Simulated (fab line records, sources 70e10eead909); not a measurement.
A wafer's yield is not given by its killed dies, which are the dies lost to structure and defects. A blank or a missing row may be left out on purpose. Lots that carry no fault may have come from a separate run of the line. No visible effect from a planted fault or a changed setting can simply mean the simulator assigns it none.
A lot that was struck, set against a sound lot ; flow nand harc ; 18 steps out of a route of 1302
Sound: the wafers L233.1, L233.2, L233.5. Wafers struck: L237.2, L237.3, L237.4. At the end, the cause is stated.
Order at every step that has rows: each side's tool, ch and its chambers, its first start. Under that, the readings that differ: sound wafers ; struck wafers ; difference of the means ; sigmas: that difference in standard deviations of wafers without a fault.
alike: a reading whose means differ by less than 2 such deviations, as well as words and numbers matching on both sides. not compared: withheld readings; readings where some wafer has no value; bounds like >300 that might hide an equal value; numbers whose values overlap and for which the record gives no deviation.
A row with sigmas, a row that says differs or no value, or rows on one side alone: a step with any of these is where the two part. Numbers that don't overlap but have no deviation are shown without sigmas and don't part them. A reading that every wafer of one side lacks parts them only if that side has two wafers or more.

NHARC_THIN_TSV_GRIND_00:
  sound on grinder-01 ch 0, day 24 03:40; struck on grinder-01 ch 0, day 24 21:54
  alike: head pressure psi, motor current A
NHARC_THIN_TSV_CMP_01: polishes.
  sound on cmp-01 ch 1,2,3, day 24 04:56; struck on cmp-02 ch 1,2,3, day 24 22:57
  alike: motor current A
NHARC_THIN_TSV_THK_MEAS_02: measures by ir.
  sound on film metro-01, day 24 05:08; struck on film metro-01, day 24 23:11
reading;sound;struck;difference;sigmas
thk nm (nm);3313 3003 3251;2539 2596 2668;-588;-2
then, 3 steps without rows for these wafers: NHARC_THIN_TSV_SRD_03; NHARC_THIN_TSV_PRECLEAN_41 (cleans in SC1); NHARC_THIN_TSV_SRD_42.
NHARC_THIN_TSV_DEP_43: deposits SiO2, target thk 1328.5 nm.
  sound on pecvd-01 ch 0,2, day 24 05:22; struck on pecvd-02 ch 0,2, day 24 23:25
  alike: throttle valve pct
then, 5 steps without rows for these wafers: NHARC_THIN_TSV_DEHYDRATE_04 (time 120 s); NHARC_THIN_TSV_HMDS_05 (time 30 s); NHARC_THIN_TSV_COAT_06; NHARC_THIN_TSV_SOFTBAKE_07 (time 95 s); NHARC_THIN_TSV_EBR_08.
NHARC_THIN_TSV_EXPOSE_09: exposes mask TSV.
  sound on krf scanner-04 ch 0, day 24 05:55; struck on krf scanner-02 ch 0, day 24 23:58
reading;sound;struck;difference;sigmas
exposure dose mJ cm2;30.66 30.64 30.63;38.43 38.36 38.41;+7.76;+99 or more
  alike: mask, focus offset nm
then, 2 steps without rows for these wafers: NHARC_THIN_TSV_PEB_10 (peb time 85 s); NHARC_THIN_TSV_DEVELOP_11 (time 70 s).
NHARC_THIN_TSV_CD_MEAS_12: the cd target is 1000 nm.
  sound on cd sem-02 ch 0, day 24 06:04; struck on cd sem-03 ch 0, day 25 00:08
reading;sound;struck;difference;sigmas
cd nm (nm);999.7 1001.3 997.2;1005.7 1004.7 1004.8;+5.7;+4
then, 1 step without rows for these wafers: NHARC_THIN_TSV_HARDBAKE_13 (time 80 s).
NHARC_END_SORT_01:
  sound on prober-02 ch 0, day 24 22:40; struck on prober-02 ch 0, day 25 19:19
  alike: defect limited yield, killed at array, killed at other, killed at periphery, killed dies, killed open, killed short, sort_bin_2_pct, sort_bin_3_pct, sort_bin_4_pct, sort n pass, sort rim yield pct, sort yield pct

WHERE THEY PART
Earliest at NHARC_THIN_TSV_THK_MEAS_02; latest, in this record, at NHARC_THIN_TSV_CD_MEAS_12. Later steps at which nothing parts them and some readings are alike: NHARC_END_SORT_01.

WHY: the cause the simulator had injected
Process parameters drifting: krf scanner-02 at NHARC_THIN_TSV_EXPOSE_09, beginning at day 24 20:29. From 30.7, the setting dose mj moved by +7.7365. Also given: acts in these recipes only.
